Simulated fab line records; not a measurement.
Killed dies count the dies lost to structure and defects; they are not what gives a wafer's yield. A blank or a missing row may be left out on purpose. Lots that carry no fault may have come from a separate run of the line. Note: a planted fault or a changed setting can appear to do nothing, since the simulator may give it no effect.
Chamber matching	flow n5-finfet	N5_BEOL_M7_CMP_52 on cmp-03: 4 sister chambers
The step polishes, stops on SiCOH lowk, t overpolish 6.9 s, target thk 80 nm. 22 wafers are shown with their chamber, then 11 later ones without.

WAFERS PAIRED WITH THEIR CHAMBERS
wafer	chamber	motor-current-A (A)	barrier-field-endpoint-s (s)	time-to-endpoint-s (s)
L078.1	1	6.0	29.5	64
L078.2	0	6.5	29.9	67
L078.6	1	5.6	28.9	64
L079.1	0	6.9	29.2	68
L079.2	2	5.3	29.7	68
L079.5	1	6.0	29.0	64
L077.2	3	6.0	29.0	66
L077.3	2	5.3	28.4	64
L077.5	1	5.5	29.3	63
L083.4	1	5.4	28.5	59
L083.5	2	5.0	29.9	66
L083.6	3	5.8	29.2	64
L087.2	3	6.2	28.8	61
L087.3	0	6.6	30.4	62
L087.6	2	5.2	29.5	63
L088.1	3	5.7	28.7	62
L088.3	2	5.4	29.5	67
L088.4	1	5.7	28.9	62
L090.3	3	5.7	28.0	62
L090.4	0	6.6	29.5	67
L090.6	3	5.4	28.3	62
L092.1	3	6.1	29.1	64

SIGNATURES (means of the wafers above)
reading	chamber 0	chamber 1	chamber 2	chamber 3	scatter within a chamber
motor-current-A	6.650	5.700	5.240	5.843	0.231
barrier-field-endpoint-s	29.750	29.017	29.400	28.729	0.467
time-to-endpoint-s	66.00	62.67	65.60	63.00	2.06
Rule: a wafer's distance from a chamber is the root of the sum, over the readings, of the square of ((its reading less the chamber's mean) divided by the reading's scatter). The wafer belongs to the nearest chamber; if the next one is less than 2 further off, it can't be placed. The scatter is the square root of a quotient: the sum, over the shown wafers, of each reading's squared deviation from its chamber's mean, divided by wafers minus chambers.

WAFERS MISSING THEIR CHAMBER
wafer	motor-current-A (A)	barrier-field-endpoint-s (s)	time-to-endpoint-s (s)
L092.4	5.9	28.3	60
L092.6	6.0	28.7	60
L091.2	6.0	28.7	62
L091.4	6.6	29.4	66
L091.5	6.4	28.9	66
L093.1	6.1	28.6	63
L093.2	5.3	29.0	66
L093.6	5.4	29.0	64
L096.1	5.8	28.6	63
L096.2	5.4	29.5	68
L096.5	6.5	29.5	64

WHICH CHAMBER EACH ONE RAN IN
wafer	from the rows above	in truth
L092.4	can't be placed: 3 or 1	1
L092.6	can't be placed: 3 or 1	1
L091.2	can't be placed: 3 or 1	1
L091.4	0	0
L091.5	can't be placed: 0 or 3 or 1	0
L093.1	can't be placed: 3 or 1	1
L093.2	can't be placed: 2 or 1 or 3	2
L093.6	can't be placed: 2 or 1 or 3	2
L096.1	can't be placed: 3 or 1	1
L096.2	can't be placed: 2 or 1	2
L096.5	0	0
2 of 11 placed correctly. Unplaceable from these rows: 9, with the true chamber sitting among the candidates in 9. Placed wrongly: 0.
